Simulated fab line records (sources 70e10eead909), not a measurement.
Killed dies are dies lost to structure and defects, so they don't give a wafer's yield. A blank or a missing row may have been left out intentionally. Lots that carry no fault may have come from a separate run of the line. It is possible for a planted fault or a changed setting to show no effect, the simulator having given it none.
Problem report, 8D (eight disciplines) form, completed by code :: flow nand harc :: the parts of the form that need people (team, actions taken, sign-off) are left out

1. PROBLEM STATEMENT
Wafers without a fault read 103.9 s, standard deviation 0.53; run length s at NHARC_P_M0_ETCH_15 reads a mean of 93.9 s on 3 wafers belonging to 3 lots. That is -19 standard deviations from the usual mean.
The step: etches the open film in C4F8/Ar, target depth 150 nm, overetch 15 nm, time 82.5 s.
First observed at day 14 02:18: wafer L499.4, on rie diel-04. Wafers with a number at this step in the record: 45, from 15 lots. The rule behind "out" and "out of limits": a value lying over 4 standard deviations away from the usual mean. Any other wafer with a number is counted as sound.

2. WHAT THIS IS AND IS NOT
question: which readings at this step
is: run length s
is not: oes product au, rf vpp V

question: which lots
is: L499, L500, L501
is not: L480, L482, L484, L486, L487, L488, L489, L492, L493, L497, L502, L503

question: which wafers of those lots
is: L499.4, L500.2, L501.1
is not: L499.5, L499.6, L500.3, L500.4, L501.2, L501.5

question: read on which tools
is: rie diel-04
is not: rie diel-01, rie diel-12

question: when
is: from day 14 02:18
is not: up to then (32 sound wafers); but 10 sound wafers of L500, L501, L502, L503 came after

3. SUSPECTS, AND WHAT RULES EACH OUT
Counting: if a tool at a process step up to the reading ran every lot that is out, it stays a suspect. Sound lots after the first of them don't rule it out here, since some wafers of a struck lot are sound.
- rie diel-04 at NHARC_P_M0_ETCH_15 (etches the open film in C4F8/Ar, target depth 150 nm, overetch 15 nm, time 82.5 s): kept. It ran every lot that is out, first L499 (day 14 02:18); its last sound lot up to then is L480 (day 6 11:40). Its own readings are out on those wafers: run length s.
- Within rie diel-04 at NHARC_P_M0_ETCH_15: the wafers that are out ran in chamber 1; their sound lot-mates ran in chambers 0, 2, 3.
The count leaves rie diel-04 at NHARC_P_M0_ETCH_15.

4. THE CAUSE (what the simulator had put in)
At NHARC_P_M0_ETCH_15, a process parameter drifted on rie diel-04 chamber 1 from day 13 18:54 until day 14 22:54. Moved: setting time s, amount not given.
After counting, this tool was the only one left.

5. THE EFFECT CHAIN, in route order
Each row: a reading whose mean over the struck wafers that have a number lies more than 3 standard deviations from the usual. Only readings whose record carries a usual standard deviation are examined. hours: median over the lots of the time between each lot's start at the first step of this table that gives one and its start at this step. sigmas: the change, counted in usual standard deviations.
hours: 0
step: NHARC_P_M0_ETCH_15
reading: run length s
usual: 103.9 s
on struck wafers: 93.9
change: -10.0
sigmas: -19
Process steps it contains:
- NHARC_P_M0_ETCH_15: etches the open film in C4F8/Ar, target depth 150 nm, overetch 15 nm, time 82.5 s.
Readings that are blank on the struck wafers while sound wafers have them: rf fwd power W at NHARC_P_M0_ETCH_15.

6. WHAT WOULD HAVE CAUGHT IT SOONER
In this record the first reading out of limits was taken at day 14 02:18, 7 hours after the fault began at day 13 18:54.
